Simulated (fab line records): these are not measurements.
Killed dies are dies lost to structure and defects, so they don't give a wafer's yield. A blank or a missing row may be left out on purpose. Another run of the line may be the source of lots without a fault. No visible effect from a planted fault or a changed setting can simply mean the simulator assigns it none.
fab line records ; flow nand-harc ; part 2 of 2: steps 29 to 42 of 42
record lots=5; wafers=15; last-day=21
route steps=1159 shown THIN_TSV@1101
lots that met no fault: taken from a fault-free run of the same line
start-h: hours from the record's first day to the start of the lot's first wafer shown ; wait-h: hours since the lot's step before ; " identical to the entry in the row above ; L1.1+2: several wafers, shown together as one row ; - no value, or no start given ; * or withheld: withheld ; < > ~ a bound
route shown NAME@n: names a module that has steps shown in the file, with the first one's number in the route ; usual: mean/standard deviation taken from wafers without a fault ; same: alike in all rows ; chamber/n: place in a boat ; sites: per-site readings ; _std_site: standard deviation of those values ; _edge_site: inner sites' mean taken away from outer sites' mean ; radius-mm: for every site, how far away it sits from the centre of the wafer ; mask NAME#n: copy n ; behind: the tool/chamber that last shaped the wafer ; hold: why the lot was held/for how many hours/how that ended ; device: the transistor (n, p or np) that didn't switch ; end of line: the tests these same wafers got at the end of their route ; step lacking rows: just its recipe ; killed: count of dies lost to structure and defects at first sort (not the wafer's yield) ; map: shows each die of a wafer: x if killed, . if not, _ if none is there
set.NAME: the run value of the setting; set.NAME@STEP: its run value at that earlier step ; model.NAME: the simulator's own value behind a step, which no gauge read
a table for each step, a row for each wafer; lots at some steps of the route
services: from which hour (start-h, from the record's first day; less than 0 if before it) a tool's chamber was out of use, for how many hours, and why
## steps
# step NHARC_THIN_TSV_PVD_19
# recipe target-thk-a=200; chamber-pressure-pa=5; material=TaN
# usual throttle-valve-pct=30.2/1
lot.wafer;tool;chamber;start-h;wait-h;throttle-valve-pct
L075.1;pvd-sputter-02;-;-;-;28.2
L075.5;pvd-sputter-02;-;-;-;28.2
L075.6;pvd-sputter-02;-;-;-;30.4
L074.4;pvd-sputter-02;-;-;-;28.5
L074.2;pvd-sputter-02;-;-;-;30.4
L074.3;pvd-sputter-02;-;-;-;29.9
L080.1;pvd-sputter-03;-;-;-;30.0
L080.4;pvd-sputter-03;-;-;-;31.7
L080.3;pvd-sputter-03;-;-;-;31.3
L081.2;pvd-sputter-02;-;-;-;30.4
L081.5;pvd-sputter-02;-;-;-;28.1
L081.6;pvd-sputter-02;-;-;-;28.4
L082.3;pvd-sputter-03;-;-;-;31.3
L082.4;pvd-sputter-03;-;-;-;30.0
L082.1;pvd-sputter-03;-;-;-;31.3
# step NHARC_THIN_TSV_PVD_51
# recipe target-thk-a=1000; chamber-pressure-pa=5; material=Cu
# usual throttle-valve-pct=30.2/1
lot.wafer;tool;chamber;start-h;wait-h;throttle-valve-pct
L075.1;pvd-sputter-02;-;-;-;28.3
L075.6;pvd-sputter-02;-;-;-;30.1
L075.5;pvd-sputter-02;-;-;-;30.1
L074.4;pvd-sputter-02;-;-;-;28.3
L074.3;pvd-sputter-02;-;-;-;28.0
L074.2;pvd-sputter-02;-;-;-;30.3
L080.3;pvd-sputter-03;-;-;-;30.3
L080.4;pvd-sputter-03;-;-;-;30.0
L080.1;pvd-sputter-03;-;-;-;31.8
L081.2;pvd-sputter-02;-;-;-;30.7
L081.6;pvd-sputter-02;-;-;-;30.5
L081.5;pvd-sputter-02;-;-;-;30.2
L082.3;pvd-sputter-03;-;-;-;31.3
L082.1;pvd-sputter-03;-;-;-;31.1
L082.4;pvd-sputter-03;-;-;-;31.5
# step NHARC_THIN_TSV_ECD_20
# recipe target-thk-a=20000; material=Cu
lot.wafer;tool;chamber;start-h;wait-h
L075.1+6+5;ecd-cu-02;1,1,0;430.57;-
L074.2+3+4;ecd-cu-02;0,1,0;432.22;-
L080.1+4+3;ecd-cu-02;0,0,1;449.53;-
L081.2+6+5;ecd-cu-01;0,0,1;459.65;-
L082.1+4+3;ecd-cu-01;1,1,0;482.33;-
# step NHARC_THIN_TSV_ANNEAL_52
# recipe temp-c=225; time-s=90
# usual wafer_temp_C_max=226.3/0.45
lot.wafer;tool;chamber;start-h;wait-h;wafer_temp_C_max
L075.1;rtp-anneal-02;0;431.30;0.6;225.5
L075.5;rtp-anneal-02;0;431.30;0.6;226.0
L075.6;rtp-anneal-02;0;431.30;0.6;226.3
L074.2;rtp-anneal-01;0;432.91;0.6;226.9
L074.3;rtp-anneal-01;0;432.91;0.6;226.9
L074.4;rtp-anneal-01;0;432.91;0.6;226.8
L080.1;rtp-anneal-02;0;450.27;0.6;225.9
L080.3;rtp-anneal-02;0;450.27;0.6;225.7
L080.4;rtp-anneal-02;0;450.27;0.6;225.8
L081.2;rtp-anneal-02;0;460.44;0.7;226.1
L081.5;rtp-anneal-02;0;460.44;0.7;225.7
L081.6;rtp-anneal-02;0;460.44;0.7;226.1
L082.1;rtp-anneal-01;0;483.06;0.6;226.8
L082.3;rtp-anneal-01;0;483.06;0.6;227.3
L082.4;rtp-anneal-01;0;483.06;0.6;226.4
# step NHARC_THIN_TSV_CMP_21
# recipe t-overpolish-s=30; target-thk-nm=2000
# usual motor-current-A=11.4/1.3; overpolish-run-s=30.000/0.0087
lot.wafer;tool;chamber;start-h;wait-h;motor-current-A;overpolish-run-s
L075.1;cmp-02;1;431.76;-;9.6;29.977
L075.6;cmp-02;2;431.76;-;10.2;30.005
L075.5;cmp-02;3;431.76;-;11.5;29.990
L074.3;cmp-04;2;433.20;-;9.4;29.997
L074.2;cmp-04;3;433.20;-;11.7;29.995
L074.4;cmp-04;0;433.20;-;11.7;30.010
L080.1;cmp-02;1;450.61;-;10.0;30.005
L080.3;cmp-02;2;450.61;-;10.3;29.988
L080.4;cmp-02;0;450.61;-;10.9;29.989
L081.2;cmp-02;0;460.83;-;11.7;29.985
L081.6;cmp-02;1;460.83;-;9.5;29.996
L081.5;cmp-02;2;460.83;-;10.3;29.991
L082.3;cmp-02;0;483.44;-;11.1;29.997
L082.1;cmp-02;1;483.44;-;10.0;29.998
L082.4;cmp-02;2;483.44;-;10.1;29.988
# step NHARC_THIN_TSV_SRD_23
lot.wafer;tool;chamber;start-h;wait-h
L075.1+6+5;wet-bench-10;2,4,5;432.03;0.0
L074.4+3+2;wet-bench-10;0,4,5;433.57;0.0
L080.1+3+4;wet-bench-10;2,5,6;450.98;0.0
L081.6+5+2;wet-bench-10;4,6,7;461.10;0.0
L082.1+3+4;wet-bench-08;5,7,0;483.77;0.0
# step NHARC_THIN_TSV_DEGAS_53
# recipe temp-c=300; time-s=60
# usual heater-power-w=473/77
lot.wafer;tool;chamber;start-h;wait-h;heater-power-w
L075.1;pvd-sputter-01;-;432.16;0.1;443
L075.5;pvd-sputter-01;-;432.16;0.1;686
L075.6;pvd-sputter-01;-;432.16;0.1;491
L074.4;pvd-sputter-03;-;433.66;0.1;534
L074.3;pvd-sputter-03;-;433.66;0.1;400
L074.2;pvd-sputter-03;-;433.66;0.1;446
L080.3;pvd-sputter-01;-;451.09;0.1;482
L080.4;pvd-sputter-01;-;451.09;0.1;461
L080.1;pvd-sputter-01;-;451.09;0.1;451
L081.2;pvd-sputter-01;-;461.22;0.1;448
L081.5;pvd-sputter-01;-;461.22;0.1;476
L081.6;pvd-sputter-01;-;461.22;0.1;454
L082.1;pvd-sputter-03;-;483.86;0.1;537
L082.4;pvd-sputter-03;-;483.86;0.1;438
L082.3;pvd-sputter-03;-;483.86;0.1;499
# step NHARC_THIN_TSV_PRE_CLEAN_54
# recipe time-s=30; temp-c=280; gas=H2/He
# usual heater-power-w=415/65
lot.wafer;tool;chamber;start-h;wait-h;heater-power-w
L075.1;pvd-sputter-01;-;432.22;0.1;403
L075.6;pvd-sputter-01;-;432.22;0.1;429
L075.5;pvd-sputter-01;-;432.22;0.1;398
L074.3;pvd-sputter-03;-;433.74;0.1;399
L074.4;pvd-sputter-03;-;433.74;0.1;432
L074.2;pvd-sputter-03;-;433.74;0.1;362
L080.3;pvd-sputter-01;-;451.15;0.1;396
L080.1;pvd-sputter-01;-;451.15;0.1;403
L080.4;pvd-sputter-01;-;451.15;0.1;618
L081.2;pvd-sputter-01;-;461.30;0.1;599
L081.6;pvd-sputter-01;-;461.30;0.1;422
L081.5;pvd-sputter-01;-;461.30;0.1;403
L082.3;pvd-sputter-03;-;483.94;0.0;388
L082.4;pvd-sputter-03;-;483.94;0.0;450
L082.1;pvd-sputter-03;-;483.94;0.0;350
# step NHARC_THIN_TSV_PVD_55
# recipe target-thk-a=500; material=TiN
lot.wafer;tool;chamber;start-h;wait-h
L075.1+6+5;pvd-sputter-01;-;432.30;0.1
L074.2+4+3;pvd-sputter-03;-;433.81;0.0
L080.3+4+1;pvd-sputter-01;-;451.23;0.1
L081.2+6+5;pvd-sputter-01;-;461.37;0.1
L082.3+4+1;pvd-sputter-03;-;484.01;0.1
# step NHARC_THIN_TSV_PVD_24
# recipe target-thk-a=8000; power-w=withheld; chamber-pressure-pa=withheld; substrate-temp-c=withheld; time-s=withheld; gas=Ar; material=Al
lot.wafer;tool;chamber;start-h;wait-h
L075.1+6+5;pvd-sputter-01;-;432.43;0.1
L074.4+3+2;pvd-sputter-03;-;433.96;0.1
L080.1+3+4;pvd-sputter-01;-;451.38;0.1
L081.2+6+5;pvd-sputter-01;-;461.50;0.1
L082.4+1+3;pvd-sputter-03;-;484.17;0.1
# step NHARC_THIN_TSV_DEHYDRATE_25
# recipe temp-c=150; time-s=120
# usual heater-power-total-W=182.5/1.3
lot.wafer;tool;chamber;start-h;wait-h;heater-power-total-W
L075.1;litho-track-03;0;432.84;-;181.4
L075.5;litho-track-03;0;432.84;-;183.6
L075.6;litho-track-03;0;432.84;-;183.8
L074.2;litho-track-07;0;434.38;-;184.8
L074.3;litho-track-07;0;434.38;-;183.0
L074.4;litho-track-07;0;434.38;-;183.7
L080.1;litho-track-07;0;451.81;-;181.2
L080.3;litho-track-07;0;451.81;-;180.6
L080.4;litho-track-07;0;451.81;-;181.0
L081.2;litho-track-03;0;461.91;-;180.9
L081.5;litho-track-03;0;461.91;-;181.0
L081.6;litho-track-03;0;461.91;-;183.1
L082.1;litho-track-05;0;484.58;-;181.1
L082.3;litho-track-05;0;484.58;-;184.5
L082.4;litho-track-05;0;484.58;-;181.2
# step NHARC_THIN_TSV_HMDS_26
# recipe time-s=30
lot.wafer;tool;chamber;start-h;wait-h
L075.1+5+6;litho-track-03;0;-;-
L074.2+3+4;litho-track-07;0;-;-
L080.1+3+4;litho-track-07;0;-;-
L081.2+5+6;litho-track-03;0;-;-
L082.1+3+4;litho-track-05;0;-;-
# step NHARC_THIN_TSV_COAT_27
# recipe spin-rpm=*
lot.wafer;tool;chamber;start-h;wait-h
L075.1+5+6;litho-track-03;0;-;-
L074.2+3+4;litho-track-07;0;-;-
L080.1+3+4;litho-track-07;0;-;-
L081.2+5+6;litho-track-03;0;-;-
L082.1+3+4;litho-track-05;0;-;-
# step NHARC_THIN_TSV_SOFTBAKE_28
# recipe temp-c=122; time-s=95
# usual heater-power-total-W=160.1/0.52
lot.wafer;tool;chamber;start-h;wait-h;heater-power-total-W
L075.1;litho-track-03;0;-;-;160.7
L075.5;litho-track-03;0;-;-;160.6
L075.6;litho-track-03;0;-;-;159.9
L074.2;litho-track-07;0;-;-;160.7
L074.3;litho-track-07;0;-;-;160.5
L074.4;litho-track-07;0;-;-;159.3
L080.1;litho-track-07;0;-;-;160.7
L080.3;litho-track-07;0;-;-;160.1
L080.4;litho-track-07;0;-;-;160.8
L081.2;litho-track-03;0;-;-;160.5
L081.5;litho-track-03;0;-;-;160.7
L081.6;litho-track-03;0;-;-;159.8
L082.1;litho-track-05;0;-;-;159.3
L082.3;litho-track-05;0;-;-;160.4
L082.4;litho-track-05;0;-;-;159.9
## services
tool;chamber;start-h;hours;kind
cmp-02;-;402.25;2.3;repair
wet-bench-08;-;406.48;8.0;pm
cmp-03;-;407.07;1.3;repair
pecvd-01;-;411.71;0.6;repair
ecd-cu-01;-;411.72;2.3;repair
litho-track-05;-;412.00;7.0;pm
rie-diel-06;-;418.20;9.0;pm
pecvd-01;-;418.51;13.0;pm
wet-bench-10;-;423.20;8.0;pm
ecd-cu-02;-;427.95;2.6;repair
krf-scanner-01;-;428.00;4.0;pm
cmp-02;-;442.61;4.0;pm
ecd-cu-01;-;448.00;8.0;pm
plasma-asher-02;-;449.56;4.0;repair
pecvd-01;-;452.34;6.1;repair
plasma-asher-01;-;453.26;9.0;pm
cmp-03;-;454.39;4.0;pm
rie-diel-06;2;454.50;7.5;repair
rie-diel-12;0;458.16;4.6;repair
rie-diel-12;3;464.19;2.7;repair
pvd-sputter-01;-;464.32;6.8;repair
pvd-sputter-03;-;469.78;10.0;pm
pecvd-03;-;473.07;13.0;pm
cmp-03;-;480.24;1.4;repair
